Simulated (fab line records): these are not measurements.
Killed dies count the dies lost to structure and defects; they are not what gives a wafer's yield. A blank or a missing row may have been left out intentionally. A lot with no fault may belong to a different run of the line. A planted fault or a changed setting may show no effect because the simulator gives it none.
fab line records	flow n5Finfet
record lots=11	wafers=33	lastDay=18
route steps=1938 shown BEOL_M4@1111 MIM_TOP@1836 MIM_TOP_LITHO@1847 PAD_METAL@1895 PASSIVATION@1906
lots that met no fault: from a run of the same line without faults
startH: start of the lot's first displayed wafer, in hours after the record's first day	waitH: hours from the lot's prior step to this one	" repeats the value in the row above	L1.1+2: several wafers, shown together as one row	- either no value or no given start	* or withheld: withheld	< > ~ a bound
route shown NAME@n: NAME is a module with steps in the file, n the number in the route of the first one	usual: average and standard deviation across the fault-free wafers	same: alike in all rows	chamber/n: place in a boat	sites: each site's reading	_std_site: standard deviation of those values	_edge_site: the outer-site mean with the inner-site mean subtracted	radiusMm: how far each site lies from the wafer's centre	mask NAME#n: copy n	behind: the last tool/chamber to shape the wafer	hold: cause of the lot's hold/its duration in hours/its outcome	device: transistor that didn't switch, given as n, p or np	end of line: at the end of the route, the tests of the same wafers	a step without rows: its recipe alone	killed: not the wafer's yield, but the dies lost to structure and defects at the first sort	map: a wafer's dies, x killed, . not, _ none there
set.NAME: the setting the step ran with; set.NAME@STEP: the setting that earlier step ran with	model.NAME: the simulator's own value behind a step, which no gauge read
one table for each step of the route and one row for each wafer, over a sample of lots
services: when a tool's chamber went out of use (startH, in hours from the record's first day, below 0 if earlier), for how many hours, and the reason
## steps
# step N5_BEOL_M4_RC_MEAS_101
# usual DIBL_N=37.5/2.5	DIBL_P=38/3.1	IOFF_N=0.19/0.059	IOFF_P=0.24/0.061	ION_N=679/16	ION_P=465/9.8	SS_N=72.0/0.8	SS_P=73.7/0.86	VT_N=248/4.5	VT_P=-249/3.5
lot.wafer	tool	chamber	startH	waitH	DIBL_N[mV/V]	DIBL_P[mV/V]	IOFF_N[nA/um]	IOFF_P[nA/um]	ION_N[uA/um]	ION_P[uA/um]	SS_N[mV/dec]	SS_P[mV/dec]	VT_N[mV]	VT_P[mV]
L394.3	prober-02	0	170.07	0.3	37.3	38	0.18	0.23	677	459	72.0	73.5	250	-250
L394.4	"	0	"	"	37.3	40	0.19	0.27	675	465	72.5	74.2	248	-248
L394.6	"	0	"	"	37.4	38	0.18	0.22	676	460	72.6	73.8	255	-252
L396.1	prober-01	0	188.43	0.0	35.7	36	0.15	0.19	673	458	71.9	72.4	253	-250
L396.4	"	0	"	"	33.3	34	0.11	0.17	651	455	70.6	71.8	255	-253
L396.5	"	0	"	"	37.1	38	0.18	0.24	669	461	71.6	73.8	248	-249
L398.2	prober-02	0	191.94	0.2	31.0	28	0.08	0.12	644	452	70.6	70.8	259	-255
L398.3	"	0	"	"	33.5	33	0.12	0.18	679	467	69.8	72.5	253	-251
L398.6	"	0	"	"	33.7	35	0.13	0.19	672	462	70.2	73.0	250	-250
L399.3	prober-01	0	215.59	0.3	33.7	34	0.12	0.17	662	453	71.2	72.9	255	-252
L399.5	"	0	"	"	37.1	39	0.18	0.23	677	464	71.8	73.8	249	-246
L399.6	"	0	"	"	41.1	44	0.31	0.34	705	477	73.1	75.8	244	-245
L400.1	prober-02	0	221.67	0.0	35.9	37	0.16	0.20	667	459	72.3	73.8	251	-252
L400.3	"	0	"	"	37.2	37	0.19	0.20	680	461	72.0	73.0	249	-251
L400.6	"	0	"	"	33.6	34	0.11	0.17	659	451	70.9	73.0	255	-254
L401.1	prober-01	0	237.18	0.1	34.4	35	0.10	0.16	657	453	70.8	73.2	260	-253
L401.4	"	0	"	"	38.7	39	0.18	0.24	673	467	71.8	74.1	247	-249
L401.5	"	0	"	"	37.1	37	0.14	0.20	651	452	71.5	73.1	252	-251
L404.1	prober-02	0	252.06	0.0	39.0	40	0.23	0.28	694	469	71.8	73.5	244	-247
L404.3	"	0	"	"	36.6	38	0.17	0.24	672	463	71.9	73.4	249	-248
L404.6	"	0	"	"	42.2	45	0.37	0.43	714	484	72.8	74.8	238	-242
L405.1	prober-02	0	253.23	0.0	35.6	35	0.15	0.17	660	448	71.4	73.2	250	-255
L405.3	"	0	"	"	34.5	34	0.14	0.17	672	453	71.0	72.5	248	-255
L405.4	"	0	"	"	37.2	38	0.18	0.22	678	450	71.9	73.9	246	-250
L407.3	prober-02	0	259.21	0.3	35.8	36	0.13	0.21	659	465	71.9	73.3	256	-249
L407.4	"	0	"	"	36.5	37	0.14	0.21	658	455	71.5	73.3	252	-250
L407.5	"	0	"	"	38.3	38	0.19	0.27	682	471	72.0	74.3	248	-248
L411.1	prober-02	0	284.19	0.0	34.5	35	0.14	0.21	668	462	70.9	73.5	249	-249
L411.2	"	0	"	"	36.0	35	0.14	0.20	668	459	71.2	73.8	251	-250
L411.5	"	0	"	"	39.9	40	0.24	0.28	696	475	71.8	74.1	244	-246
L415.2	prober-02	0	312.12	0.2	37.5	39	0.18	0.22	679	466	72.5	73.7	251	-252
L415.3	"	0	"	"	34.7	35	0.13	0.17	673	459	71.5	73.4	254	-252
L415.4	"	0	"	"	37.5	40	0.19	0.26	677	463	72.1	74.5	248	-249
# step N5_MIM_TOP_ALD_02
# recipe material=Al2O3	targetThkA=*	tempC=withheld	aldPrecursorFamily=TMA	aldCoReactant=O3	pulseTimeS=withheld	purgeTimeS=3	coReactantPurgeTimeS=withheld	coReactantPulseTimeS=3	aldCycles=withheld
# usual precursorPulseHeightRel=1.000/0.02
lot.wafer	tool	chamber	startH	waitH	precursorPulseHeightRel
L394.3	aldHk-03	1	-	-	1.002
L394.4	"	0	"	"	1.010
L394.6	"	0	"	"	1.008
L396.1	aldHk-01	3	-	-	1.023
L396.4	"	2	"	"	1.019
L396.5	"	1	"	"	1.013
L398.2	aldHk-01	1	-	-	1.004
L398.3	"	2	"	"	0.985
L398.6	"	3	"	"	1.015
L399.3	aldHk-02	1	-	-	1.004
L399.5	"	3	"	"	1.019
L399.6	"	2	"	"	0.988
L400.1	aldHk-03	2	-	-	0.972
L400.3	"	0	"	"	0.990
L400.6	"	3	"	"	1.038
L401.1	aldHk-01	3	-	-	1.004
L401.4	"	0	"	"	1.000
L401.5	"	3	"	"	1.003
L404.1	aldHk-03	2	-	-	0.999
L404.3	"	0	"	"	0.974
L404.6	"	2	"	"	1.007
L407.3	aldHk-01	2	-	-	1.015
L407.4	"	0	"	"	1.024
L407.5	"	1	"	"	1.008
L405.1	aldHk-01	3	-	-	1.004
L405.3	"	2	"	"	0.993
L405.4	"	0	"	"	0.977
L411.1	aldHk-01	2	-	-	0.988
L411.2	"	3	"	"	1.021
L411.5	"	2	"	"	0.996
L415.2	aldHk-01	3	-	-	0.990
L415.3	"	0	"	"	0.998
L415.4	"	1	"	"	0.990
# step N5_MIM_TOP_LITHO_CD_MEAS_08
# recipe targetCdNm=2000	landingEnergyEv=500	detector=seInlens
# usual cdNm=2000.0/2.3
lot.wafer	tool	chamber	startH	waitH	cdNm
L394.3	cdSem-01	0	265.19	-	2000.5
L394.4	"	0	"	"	1999.7
L394.6	"	0	"	"	2000.9
L396.1	cdSem-01	0	287.12	-	1998.3
L396.4	"	0	"	"	2002.3
L396.5	"	0	"	"	2002.6
L398.2	cdSem-01	0	294.13	-	1998.1
L398.3	"	0	"	"	2000.0
L398.6	"	0	"	"	2003.5
L399.3	cdSem-02	0	306.36	-	1999.0
L399.5	"	0	"	"	2001.8
L399.6	"	0	"	"	2001.2
L400.1	cdSem-03	0	308.05	-	1999.0
L400.3	"	0	"	"	2004.3
L400.6	"	0	"	"	1997.5
L401.1	cdSem-03	0	340.24	-	1999.4
L401.4	"	0	"	"	2002.8
L401.5	"	0	"	"	1998.9
L404.1	cdSem-01	0	345.28	-	1998.7
L404.3	"	0	"	"	2000.6
L404.6	"	0	"	"	2003.5
L407.3	cdSem-02	0	363.00	-	1997.8
L407.4	"	0	"	"	2001.6
L407.5	"	0	"	"	2001.1
L405.1	cdSem-02	0	363.75	-	2001.5
L405.3	"	0	"	"	1997.1
L405.4	"	0	"	"	1996.1
L411.1	cdSem-03	0	384.86	-	2000.6
L411.2	"	0	"	"	1998.0
L411.5	"	0	"	"	2001.2
L415.2	cdSem-02	0	414.85	-	2000.8
L415.3	"	0	"	"	1998.3
L415.4	"	0	"	"	2002.9
# step N5_PASSIVATION_SPUTTER_20
# recipe material=TaN	targetThkA=500	tempC=25	chamberPressurePa=0.4
# usual throttleValvePct=29.8/1.1
lot.wafer	tool	chamber	startH	waitH	throttleValvePct
L394.3	pvdSputter-01	-	272.89	0.0	29.7
L394.4	"	-	"	"	31.2
L394.6	"	-	"	"	29.7
L396.1	pvdSputter-01	-	294.29	0.0	29.5
L396.4	"	-	"	"	29.7
L396.5	"	-	"	"	31.2
L398.2	pvdSputter-03	-	299.99	0.0	31.9
L398.3	"	-	"	"	28.7
L398.6	"	-	"	"	28.5
L399.3	pvdSputter-03	-	313.36	0.0	29.7
L399.5	"	-	"	"	32.1
L399.6	"	-	"	"	28.4
L400.1	pvdSputter-03	-	313.78	0.0	28.7
L400.3	"	-	"	"	29.6
L400.6	"	-	"	"	28.7
L401.1	pvdSputter-02	-	344.11	0.0	29.6
L401.4	"	-	"	"	31.6
L401.5	"	-	"	"	30.0
L404.1	pvdSputter-03	-	349.36	0.0	28.4
L404.3	"	-	"	"	29.7
L404.6	"	-	"	"	28.4
L407.3	pvdSputter-01	-	367.63	0.0	29.5
L407.4	"	-	"	"	31.2
L407.5	"	-	"	"	31.2
L405.1	pvdSputter-01	-	369.39	0.0	29.5
L405.3	"	-	"	"	30.1
L405.4	"	-	"	"	31.0
L411.1	pvdSputter-03	-	391.83	0.0	28.6
L411.2	"	-	"	"	28.2
L411.5	"	-	"	"	28.5
L415.2	pvdSputter-01	-	418.82	0.0	29.7
L415.3	"	-	"	"	29.8
L415.4	"	-	"	"	31.3
# step N5_PASSIVATION_OVL_MEAS_63
# recipe pointsPerWafer=44
# usual PAD_OVL=-1/4.6
# same pointsPerWafer=44
lot.wafer	tool	chamber	startH	waitH	PAD_OVL[nm]
L394.3	overlay-01	0	273.49	0.0	2
L394.4	"	0	"	"	0
L394.6	"	0	"	"	-7
L396.1	overlay-02	0	295.02	0.0	-7
L396.4	"	0	"	"	-3
L396.5	"	0	"	"	-1
L398.2	overlay-02	0	300.71	0.0	-8
L398.3	"	0	"	"	-11
L398.6	"	0	"	"	-11
L399.3	overlay-01	0	313.96	0.0	-2
L399.5	"	0	"	"	-1
L399.6	"	0	"	"	-3
L400.1	overlay-01	0	314.38	0.0	-6
L400.3	"	0	"	"	-4
L400.6	"	0	"	"	-4
L401.1	overlay-01	0	344.71	0.0	-2
L401.4	"	0	"	"	-8
L401.5	"	0	"	"	0
L404.1	overlay-02	0	349.96	0.0	-3
L404.3	"	0	"	"	1
L404.6	"	0	"	"	3
L407.3	overlay-02	0	368.37	0.0	-5
L407.4	"	0	"	"	-1
L407.5	"	0	"	"	-5
L405.1	overlay-02	0	370.12	0.0	2
L405.3	"	0	"	"	2
L405.4	"	0	"	"	-6
L411.1	overlay-01	0	392.59	0.0	-10
L411.5	"	0	"	"	-8
L415.2	overlay-01	0	419.55	0.0	-4
L415.3	"	0	"	"	-3
L415.4	"	0	"	"	-8
# step N5_PASSIVATION_PROBE_49
# usual defectLimitedYield=91.0/1.4	killed_at_M0_to_M3=35/10	killed_at_M4_up=14/5.5	killedAtContacts=13/5.6	killedAtFrontEnd=41/11	killedAtOther=4/3.4	killedDies=106/16	killedOnRim=13/4	killedOpen=68/12	killedShort=35/7.3	sort_bin_4_leakage=0.3/2.1	sort_bin_5_function=5.3/0.89	sort_bin_6_memory=3.4/0.67	sort_bin_8_speed=0.01/0.11	sortNPass=1070/28	sortYieldPct=90.7/2.4
# same grossDies=1180	killedAtBackSide=0
lot.wafer	tool	chamber	startH	waitH	defectLimitedYield[%]	killed_at_M0_to_M3	killed_at_M4_up	killedAtContacts	killedAtFrontEnd	killedAtOther	killedDies	killedOnRim	killedOpen	killedShort	sort_bin_4_leakage[%]	sort_bin_5_function[%]	sort_bin_6_memory[%]	sort_bin_8_speed[%]	sortNPass	sortYieldPct[%]
L394.3	prober-01	-	278.83	0.1	90.7	38	11	11	38	12	110	8	71	34	0	5.3	3.3	0	1070	90.7
L394.4	prober-01	-	278.88	0.2	92.5	26	15	12	35	1	89	8	65	22	0	4.7	2.5	0	1091	92.5
L394.6	prober-01	-	278.98	0.3	90.3	48	19	5	39	3	114	14	70	31	0	5.3	3.3	0	1066	90.3
L396.1	prober-01	-	301.42	0.0	90.1	53	15	3	41	5	117	17	73	39	0	6.1	3.5	0	1063	90.1
L396.4	prober-01	-	301.57	0.2	89.5	38	9	11	64	2	124	12	81	41	0	6.3	3.8	0	1056	89.5
L396.5	prober-01	-	301.62	0.2	91.5	44	6	16	34	0	100	12	70	25	0	5.4	2.6	0	1080	91.5
L400.1	prober-01	-	319.95	0.0	91.9	54	6	5	24	6	95	18	57	29	0	4.7	2.9	0	1085	91.9
L400.3	prober-01	-	320.05	0.1	90.6	52	12	14	22	11	111	17	77	31	0	4.4	4.7	0	1069	90.6
L400.6	prober-01	-	320.20	0.3	90.4	40	21	12	28	12	113	12	72	34	0	6.1	3.1	0	1067	90.4
L404.1	prober-02	-	355.28	0.0	89.2	41	18	13	49	7	128	18	88	36	0	5.3	5.3	0	1052	89.2
L404.3	prober-02	-	355.38	0.1	89.8	36	19	14	44	7	120	13	80	37	0	6.0	3.5	0	1060	89.8
L404.6	prober-02	-	355.53	0.3	93.6	34	15	8	18	1	76	5	52	20	5.3	3.0	3.1	0	1041	88.2
L405.1	prober-02	-	376.48	0.0	90.9	43	8	8	47	1	107	18	77	27	0	5.0	3.9	0	1073	90.9
L405.4	prober-02	-	376.63	0.2	92.1	32	8	13	40	0	93	16	62	29	0	4.7	3.1	0	1087	92.1
L411.1	prober-01	-	398.03	0.0	90.8	22	13	6	60	7	108	17	54	52	0	5.8	2.8	0	1072	90.8
L411.2	prober-01	-	398.08	0.1	0	28	18	8	39	1087	1180	152	65	32	0	4.7	3.1	0	0	0
L411.5	prober-01	-	398.23	0.2	92.2	24	9	9	44	6	92	13	52	35	0	4.3	3.0	0	1088	92.2
# killed by level:class
L394.3 BEOL_M2:geometricParticle:open=15 MOL_CONTACT_COAG:geometricParticle:open=10 FIN_SAQP:geometricParticle:open=9 BEOL_M3:geometricParticle:open=9 FIN_SAQP:geometricParticle:short=7 MIM_TOP_ETCH:geometricParticle:short=7 GATE_CUT:geometricParticle:short=5 STI_FIN_REVEAL:geometricParticle:open=4
L394.4 MOL_CONTACT_COAG:geometricParticle:open=11 BEOL_M2:geometricParticle:open=9 DUMMY_GATE:geometricParticle:open=6 GATE_CUT:geometricParticle:open=6 GATE_CUT:geometricParticle:short=6 FIN_SAQP:geometricParticle:short=5 STI_FIN_REVEAL:geometricParticle:open=4 BEOL_M0_SAQP:geometricParticle:open=4
L394.6 BEOL_M2:geometricParticle:open=12 BEOL_M1:geometricParticle:open=9 HKMG_FIN:areaEtch=8 FIN_SAQP:geometricParticle:short=7 GATE_CUT:geometricParticle:open=7 BEOL_M3:geometricParticle:open=7 BEOL_M5:geometricParticle:open=7 FIN_SAQP:geometricParticle:open=6
L396.1 STI_FIN_REVEAL:geometricParticle:open=13 BEOL_M0_SAQP:geometricParticle:open=11 BEOL_M1:geometricParticle:open=11 DUMMY_GATE:geometricParticle:short=8 BEOL_M0_SAQP:geometricParticle:short=8 BEOL_M1:geometricParticle:short=6 BEOL_M4:geometricParticle:open=5 DUMMY_GATE:geometricParticle:open=5
L396.4 DUMMY_GATE:geometricParticle:open=15 STI_FIN_REVEAL:geometricParticle:open=13 MOL_CONTACT_COAG:geometricParticle:open=9 BEOL_M0_SAQP:geometricParticle:short=9 BEOL_M0_SAQP:geometricParticle:open=8 BEOL_M2:geometricParticle:open=7 FIN_SAQP:geometricParticle:short=6 GATE_CUT:geometricParticle:open=5
L396.5 MOL_CONTACT_COAG:geometricParticle:open=12 BEOL_M1:geometricParticle:open=10 BEOL_M0_SAQP:geometricParticle:open=10 BEOL_M3:geometricParticle:open=8 STI_FIN_REVEAL:geometricParticle:open=7 FIN_SAQP:geometricParticle:short=6 BEOL_M0_SAQP:geometricParticle:short=6 BEOL_M2:geometricParticle:open=5
L400.1 BEOL_M0_SAQP:geometricParticle:short=13 BEOL_M3:geometricParticle:open=8 DUMMY_GATE:geometricParticle:open=7 BEOL_M0_SAQP:geometricParticle:open=7 BEOL_M1:geometricParticle:open=6 BEOL_M2:geometricParticle:open=5 BEOL_M2:areaExpose=4 FIN_SAQP:geometricParticle:open=3
L400.3 BEOL_M0_SAQP:geometricParticle:open=15 MOL_CONTACT_COAG:geometricParticle:open=13 BEOL_M0_SAQP:geometricParticle:short=11 BEOL_M2:geometricParticle:open=10 BEOL_M3:geometricParticle:open=7 DUMMY_GATE:geometricParticle:open=5 PAD_METAL:geometricParticle:open=5 STARTING-WAFER:geometricParticle:short=5
L400.6 MOL_CONTACT_COAG:geometricParticle:open=9 BEOL_M2:geometricParticle:open=9 BEOL_M0_SAQP:geometricParticle:open=8 STI_FIN_REVEAL:geometricParticle:open=7 BEOL_M1:geometricParticle:open=7 BEOL_M0_SAQP:geometricParticle:short=6 BEOL_M4:geometricParticle:open=5 PASS1_CAP:geometricParticle:open=4
L404.1 STI_FIN_REVEAL:geometricParticle:open=16 BEOL_M2:geometricParticle:open=10 MOL_CONTACT_COAG:geometricParticle:open=9 FIN_SAQP:geometricParticle:open=8 BEOL_M3:geometricParticle:open=8 BEOL_M4:geometricParticle:open=7 FIN_SAQP:geometricParticle:short=5 BEOL_M0_SAQP:geometricParticle:open=5
L404.3 STI_FIN_REVEAL:geometricParticle:open=12 MOL_CONTACT_COAG:geometricParticle:open=11 BEOL_M4:geometricParticle:open=8 FIN_SAQP:geometricParticle:open=7 FIN_SAQP:geometricParticle:short=7 BEOL_M5:geometricParticle:open=7 BEOL_M3:geometricParticle:open=6 STI_FIN_REVEAL:geometricParticle:short=5
L404.6 BEOL_M1:geometricParticle:open=9 MOL_CONTACT_COAG:geometricParticle:open=7 BEOL_M3:geometricParticle:open=7 BEOL_M0_SAQP:geometricParticle:open=6 BEOL_M8:geometricParticle:open=5 FIN_SAQP:geometricParticle:short=3 DUMMY_GATE:geometricParticle:open=3 BEOL_M0_SAQP:geometricParticle:short=3
L405.1 STI_FIN_REVEAL:geometricParticle:open=19 BEOL_M3:geometricParticle:open=12 BEOL_M2:geometricParticle:open=11 BEOL_M1:geometricParticle:open=8 MOL_CONTACT_COAG:geometricParticle:open=5 STI_FIN_REVEAL:geometricParticle:short=4 GATE_CUT:geometricParticle:short=4 FIN_SAQP:geometricParticle:short=3
L405.4 BEOL_M1:geometricParticle:open=15 FIN_SAQP:geometricParticle:open=14 FIN_SAQP:geometricParticle:short=10 MOL_CONTACT_COAG:geometricParticle:open=7 BEOL_M0_SAQP:geometricParticle:short=7 STI_FIN_REVEAL:geometricParticle:open=5 MOL_CONTACT_COAG:geometricParticle:short=4 GATE_CUT:geometricParticle:short=3
L411.1 FIN_SAQP:geometricParticle:short=26 FIN_SAQP:geometricParticle:open=13 BEOL_M0_SAQP:geometricParticle:short=6 MOL_CONTACT_COAG:geometricParticle:open=5 BEOL_M3:geometricParticle:open=4 DUMMY_GATE:geometricParticle:open=4 BEOL_M4:geometricParticle:short=4 BEOL_M0_SAQP:geometricParticle:open=4
L411.2 PAD_METAL:areaSputter=1083 BEOL_M0_SAQP:geometricParticle:open=11 FIN_SAQP:geometricParticle:open=9 BEOL_M4:geometricParticle:short=9 STI_FIN_REVEAL:geometricParticle:open=8 GATE_CUT:geometricParticle:open=8 MOL_CONTACT_COAG:geometricParticle:open=7 BEOL_M0_SAQP:geometricParticle:short=7
L411.5 GATE_CUT:geometricParticle:short=12 MOL_CONTACT_COAG:geometricParticle:open=9 BEOL_M0_SAQP:geometricParticle:open=7 DUMMY_GATE:geometricParticle:open=7 FIN_SAQP:geometricParticle:open=5 FIN_SAQP:geometricParticle:short=5 BEOL_M0_SAQP:geometricParticle:short=5 BEOL_M2:geometricParticle:open=5
## services
tool	chamber	startH	hours	kind
aldHk-01	-	244.96	2.8	pm
aldHk-02	-	312.49	0.5	repair
pvdSputter-03	-	316.53	4.6	repair
pvdSputter-02	-	361.06	3.8	repair
pvdSputter-01	-	402.82	1.1	repair
## key
firstSign step=N5_PASSIVATION_PROBE_49	reading=killedAtOther	direction=up	sigmas=99+	usual=4	struck=1087
effect step=N5_PASSIVATION_PROBE_49	reading=defectLimitedYield	direction=down	sigmas=66	usual=91.0	struck=0
moreKillsBornAt N5_PASSIVATION_SPUTTER_20@pvdSputter-03=1083
metAt N5_PASSIVATION_SPUTTER_20
struckLots L411
struckWafers L411.2
laterRowsLeftOut L411.2
notActingAt N5_MIM_TOP_ALD_02,N5_MIM_TOP_LITHO_CD_MEAS_08,N5_PASSIVATION_OVL_MEAS_63
onsetBetween 349.36 391.83
fault kind=processParameterDrift	tool=pvdSputter-03	chamber=-	onsetH=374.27	steps=N5_PASSIVATION_SPUTTER_20	channel=targetThkA	offset=*	shape=step	endH=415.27	actsIn=*	stated=*	scope=struckWafersOnly
# laterRowsLeftOut: the simulator's readings of these wafers behind a module that went badly wrong aren't trusted and aren't shown, but for the sort
